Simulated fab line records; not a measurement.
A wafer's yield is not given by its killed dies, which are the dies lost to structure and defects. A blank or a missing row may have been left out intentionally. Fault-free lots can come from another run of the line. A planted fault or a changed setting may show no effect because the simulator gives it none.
The tool behind it: which one? | flow n5-finfet | 11 lots, 29 wafers sampled, at 5 steps of a route of 1938

## WHAT EACH GAUGE READ, for each wafer
N5_BEOL_M4_THK_MEAS_53: measures by xrf. Usual: for M4_THK the level is 39.8 nm and the standard deviation is 1.5.
lot  | measured     | on            | M4_THK (nm)    | flag
L383 | day 7 12:31  | film-metro-02 | 40.4 40.4      |
L384 | day 7 15:20  | film-metro-01 | 41.6 39.5 40.8 |
L385 | day 7 18:47  | film-metro-02 | 40.3 39.2      |
L388 | day 8 19:50  | film-metro-02 | 38.4 38.0 39.6 |
L389 | day 9 00:30  | film-metro-01 | 43.7 40.3 43.0 |
L390 | day 9 12:23  | film-metro-02 | 39.2 38.5      |
L394 | day 10 05:56 | film-metro-02 | 41.7 39.5 38.9 |
L396 | day 10 20:00 | film-metro-01 | 40.4 39.2      |
L400 | day 11 13:30 | film-metro-02 | 38.8 41.3 40.9 |
L401 | day 11 21:22 | film-metro-02 | 39.4 39.3 38.4 |
L403 | day 12 09:01 | film-metro-02 | 42.0 42.7 42.7 |

N5_BEOL_M4_INSPECT_59: inspects for defects (darkfield). Usual: raw-defect-count at 76, with a standard deviation of 23.
lot  | measured     | on                | raw-defect-count | flag
L383 | day 7 12:49  | defect-inspect-02 | 43 61            |
L384 | day 7 15:39  | defect-inspect-02 | 82 117 78        |
L385 | day 7 19:04  | defect-inspect-01 | 95 99            |
L388 | day 8 20:07  | defect-inspect-02 | 81 83 109        |
L389 | day 9 00:50  | defect-inspect-02 | 79 79 57         |
L390 | day 9 12:42  | defect-inspect-01 | 81 62            |
L394 | day 10 06:14 | defect-inspect-02 | 43 33 81         |
L396 | day 10 20:17 | defect-inspect-02 | 46 63            |
L400 | day 11 13:47 | defect-inspect-01 | 54 67 52         |
L401 | day 11 21:39 | defect-inspect-02 | 39 55 63         |
L403 | day 12 09:19 | defect-inspect-02 | 66 71 49         |

N5_BEOL_M4_RC_MEAS_101. Usual: DIBL_N 36.3 mV/V, standard deviation 1.6; DIBL_P 36.2 mV/V, standard deviation 2.1; EOT_N 10.54, standard deviation 0.11; EOT_P 10.50, standard deviation 0.1; IGATE_N 0.0123 nA/um, standard deviation 0.002; IGATE_P 0.0037 nA/um, standard deviation 0.00059; IOFF_N 0.16 nA/um, standard deviation 0.031; IOFF_N_85C 3.1 nA/um, standard deviation 0.49; IOFF_N_LIN 0.073 nA/um, standard deviation 0.012; IOFF_P 0.21 nA/um, standard deviation 0.034; IOFF_P_LIN 0.097 nA/um, standard deviation 0.013; ION_N 673 uA/um, standard deviation 11; ION_P 461 uA/um, standard deviation 7.4; SS_N 71.6 mV/dec, standard deviation 0.55; SS_P 73.3 mV/dec, standard deviation 0.66; VT_N 251 mV, standard deviation 3.2; VT_P -251 mV, standard deviation 3.5.
lot  | measured     | on        | DIBL_N (mV/V)  | DIBL_P (mV/V)  | EOT_N             | EOT_P             | IGATE_N (nA/um)      | IGATE_P (nA/um)      | IOFF_N (nA/um) | IOFF_N_85C (nA/um) | IOFF_N_LIN (nA/um) | IOFF_P (nA/um) | IOFF_P_LIN (nA/um) | ION_N (uA/um) | ION_P (uA/um) | SS_N (mV/dec)  | SS_P (mV/dec)  | VT_N (mV)   | VT_P (mV)      | flag
L383 | day 7 13:00  | prober-02 | 36.6 34.4      | 35.7 33.3      | 10.59 10.74       | 10.48 10.55       | 0.0118 0.0109        | 0.0036 0.0032        | 0.16 0.13      | 3.1 2.6            | 0.072 0.063        | 0.23 0.19      | 0.106 0.092        | 678 683       | 469 473       | 72.4 71.6      | 73.7 73.3      | 250 252     | -252 -250      |
L384 | day 7 15:59  | prober-02 | 36.3 36.8 38.4 | 36.0 36.5 37.9 | 10.42 10.41 10.68 | 10.49 10.43 10.54 | 0.0137 0.0160 0.0115 | 0.0041 0.0049 0.0035 | 0.14 0.14 0.17 | 2.9 2.9 3.4        | 0.069 0.068 0.078  | 0.21 0.21 0.25 | 0.097 0.096 0.107  | 683 665 676   | 471 462 464   | 71.0 71.5 71.2 | 73.8 73.4 74.0 | 254 253 250 | -254 -253 -251 |
L385 | day 7 19:15  | prober-02 | 33.4 35.0      | 33.4 36.1      | 10.68 10.72       | 10.50 10.51       | 0.0113 0.0118        | 0.0033 0.0035        | 0.12 0.15      | 2.5 2.9            | 0.058 0.070        | 0.15 0.20      | 0.077 0.098        | 664 661       | 452 453       | 70.8 71.6      | 72.9 73.3      | 258 249     | -254 -251      |
L388 | day 8 20:27  | prober-01 | 34.0 35.5 32.7 | 34.1 35.7 32.4 | 10.43 10.55 10.54 | 10.36 10.49 10.57 | 0.0156 0.0130 0.0122 | 0.0047 0.0039 0.0037 | 0.12 0.15 0.11 | 2.5 2.9 2.2        | 0.062 0.068 0.054  | 0.20 0.21 0.18 | 0.101 0.105 0.093  | 665 666 669   | 465 461 468   | 70.5 70.8 70.6 | 73.1 73.2 72.9 | 253 251 256 | -249 -247 -252 |
L389 | day 9 00:52  | prober-01 | 39.4 39.9 40.0 | 39.1 40.1 39.6 | 10.55 10.47 10.44 | 10.63 10.61 10.46 | 0.0102 0.0114 0.0123 | 0.0030 0.0033 0.0036 | 0.25 0.24 0.26 | 4.3 4.2 4.6        | 0.099 0.098 0.103  | 0.27 0.28 0.28 | 0.119 0.121 0.121  | 681 683 683   | 460 461 464   | 72.0 72.9 72.5 | 74.2 74.2 73.5 | 244 245 246 | -247 -247 -248 |
L390 | day 9 13:11  | prober-01 | 34.9 36.1      | 34.1 35.5      | 10.68 10.57       | 10.51 10.61       | 0.0097 0.0102        | 0.0028 0.0030        | 0.12 0.14      | 2.5 2.8            | 0.059 0.065        | 0.17 0.18      | 0.083 0.084        | 655 669       | 452 454       | 70.8 71.9      | 72.7 72.6      | 253 255     | -255 -254      |
L394 | day 10 06:25 | prober-01 | 35.0 37.7 43.0 | 33.8 36.7 41.6 | 10.62 10.56 13.20 | 10.60 10.45 13.13 | 0.0099 0.0112 0.0005 | 0.0030 0.0033 0.0001 | 0.13 0.19 0.26 | 2.5 3.6 4.7        | 0.062 0.085 0.121  | 0.17 0.21 0.31 | 0.080 0.096 0.146  | 672 676 631   | 456 456 433   | 70.8 72.4 72.8 | 72.5 73.1 74.0 | 256 249 247 | -254 -251 -247 | OFF
L396 | day 10 20:37 | prober-01 | 38.2 35.9      | 37.3 35.5      | 10.67 10.52       | 10.57 10.45       | 0.0098 0.0124        | 0.0030 0.0037        | 0.17 0.14      | 3.2 2.7            | 0.075 0.064        | 0.19 0.17      | 0.089 0.081        | 673 669       | 450 451       | 72.4 70.9      | 73.8 72.5      | 249 252     | -257 -256      |
L400 | day 11 13:49 | prober-02 | 36.2 38.6 35.8 | 33.6 36.5 33.4 | 10.56 10.47 10.60 | 10.65 10.43 10.66 | 0.0100 0.0125 0.0107 | 0.0030 0.0038 0.0033 | 0.13 0.18 0.13 | 2.6 3.3 2.6        | 0.062 0.076 0.063  | 0.19 0.23 0.19 | 0.091 0.104 0.089  | 663 679 653   | 451 464 456   | 71.1 71.7 71.4 | 72.5 73.8 73.3 | 253 252 253 | -255 -248 -254 |
L401 | day 11 21:50 | prober-01 | 37.7 37.0 38.1 | 38.2 36.0 37.4 | 10.59 10.39 10.45 | 10.59 10.49 10.50 | 0.0120 0.0131 0.0116 | 0.0035 0.0039 0.0033 | 0.18 0.15 0.19 | 3.4 3.0 3.5        | 0.082 0.071 0.083  | 0.22 0.20 0.23 | 0.100 0.093 0.105  | 687 668 676   | 465 461 464   | 71.7 72.2 72.0 | 73.5 73.6 73.1 | 249 250 250 | -252 -255 -248 |
L403 | day 12 09:29 | prober-01 | 36.9 33.8 36.6 | 37.1 33.7 37.1 | 10.37 10.27 10.38 | 10.34 10.25 10.31 | 0.0154 0.0168 0.0169 | 0.0045 0.0049 0.0049 | 0.16 0.11 0.16 | 3.2 2.3 3.1        | 0.073 0.056 0.072  | 0.18 0.13 0.17 | 0.086 0.070 0.081  | 670 662 682   | 454 446 459   | 71.6 70.9 71.5 | 73.1 72.7 73.2 | 251 256 249 | -258 -262 -258 |

## TOOL THAT RAN EACH LOT (tool first, then ch and the chambers of the sampled wafers, then the start)
lot  | N5_DUMMY_REMOVAL_PRECLEAN_08       | N5_BEOL_M4_SPUTTER_81
L383 | remote-plasma-01 ch 0, day 3 23:08 | pvd-sputter-02, day 7 10:24
L384 | remote-plasma-02 ch 1, day 4 03:29 | pvd-sputter-01, day 7 13:14
L385 | remote-plasma-02 ch 0, day 4 08:31 | pvd-sputter-01, day 7 16:41
L388 | remote-plasma-02 ch 0, day 5 04:18 | pvd-sputter-02, day 8 17:12
L389 | remote-plasma-02 ch 1, day 5 10:37 | pvd-sputter-01, day 8 22:23
L390 | remote-plasma-01 ch 1, day 5 18:09 | pvd-sputter-02, day 9 10:16
L394 | remote-plasma-01 ch 0, day 6 18:01 | pvd-sputter-01, day 10 03:50
L396 | remote-plasma-02 ch 0, day 7 04:14 | pvd-sputter-03, day 10 17:53
L400 | remote-plasma-02 ch 1, day 8 02:47 | pvd-sputter-02, day 11 11:23
L401 | remote-plasma-02 ch 1, day 8 09:49 | pvd-sputter-02, day 11 19:15
L403 | remote-plasma-02 ch 0, day 8 21:35 | pvd-sputter-02, day 12 06:47
- N5_DUMMY_REMOVAL_PRECLEAN_08: cleans in NF3:NH3, afs cycles 2, time 20 s, sublimation time 60 s.
- N5_BEOL_M4_SPUTTER_81: material Cu, target thk 4.5 nm, time 8.29 s.

## AS READ BY THE TOOLS THEMSELVES (means over the sampled wafers that have a number; for cases with no such wafer, the mark the record gives instead)
N5_BEOL_M4_SPUTTER_81. Usual: throttle-valve-pct at 29.5 %, with a standard deviation of 1.2.
lot  | tool           | throttle-valve-pct (%) | flag
L383 | pvd-sputter-02 | 28.8                   |
L384 | pvd-sputter-01 | 28.4                   |
L385 | pvd-sputter-01 | 28.7                   |
L388 | pvd-sputter-02 | 29.5                   |
L389 | pvd-sputter-01 | 28.9                   |
L390 | pvd-sputter-02 | 30.0                   |
L394 | pvd-sputter-01 | 28.5                   |
L396 | pvd-sputter-03 | 30.4                   |
L400 | pvd-sputter-02 | 29.6                   |
L401 | pvd-sputter-02 | 28.7                   |
L403 | pvd-sputter-02 | 29.4                   |

## THE ANSWER, worked out from the rows above alone
Rule: a lot counts as off when the mean over its wafers that have a number is more than 3 standard deviations away from the usual mean. A lot without any number at a reading at which 4 lots or more have one is off too. All remaining lots with rows at the step are treated as sound. After the gauges, taken in route order, come the tools' own readings; for these a lot's mean is taken, as printed above. At the first step where some lot is off, the reading lying furthest off is the one used; lots without a number count as furthest.
Off: L394, at N5_BEOL_M4_RC_MEAS_101 (EOT_P).
A tool fits if, at a process step before that reading, it ran every lot that is off, and no sound lot after the first of them. Gauges at N5_BEOL_M4_RC_MEAS_101: tried the same way as those tools. 2 tools fit, remote-plasma-01 at N5_DUMMY_REMOVAL_PRECLEAN_08 and pvd-sputter-01 at N5_BEOL_M4_SPUTTER_81, so this cannot tell which one it is.

## WHAT THE SIMULATOR HAD PUT IN
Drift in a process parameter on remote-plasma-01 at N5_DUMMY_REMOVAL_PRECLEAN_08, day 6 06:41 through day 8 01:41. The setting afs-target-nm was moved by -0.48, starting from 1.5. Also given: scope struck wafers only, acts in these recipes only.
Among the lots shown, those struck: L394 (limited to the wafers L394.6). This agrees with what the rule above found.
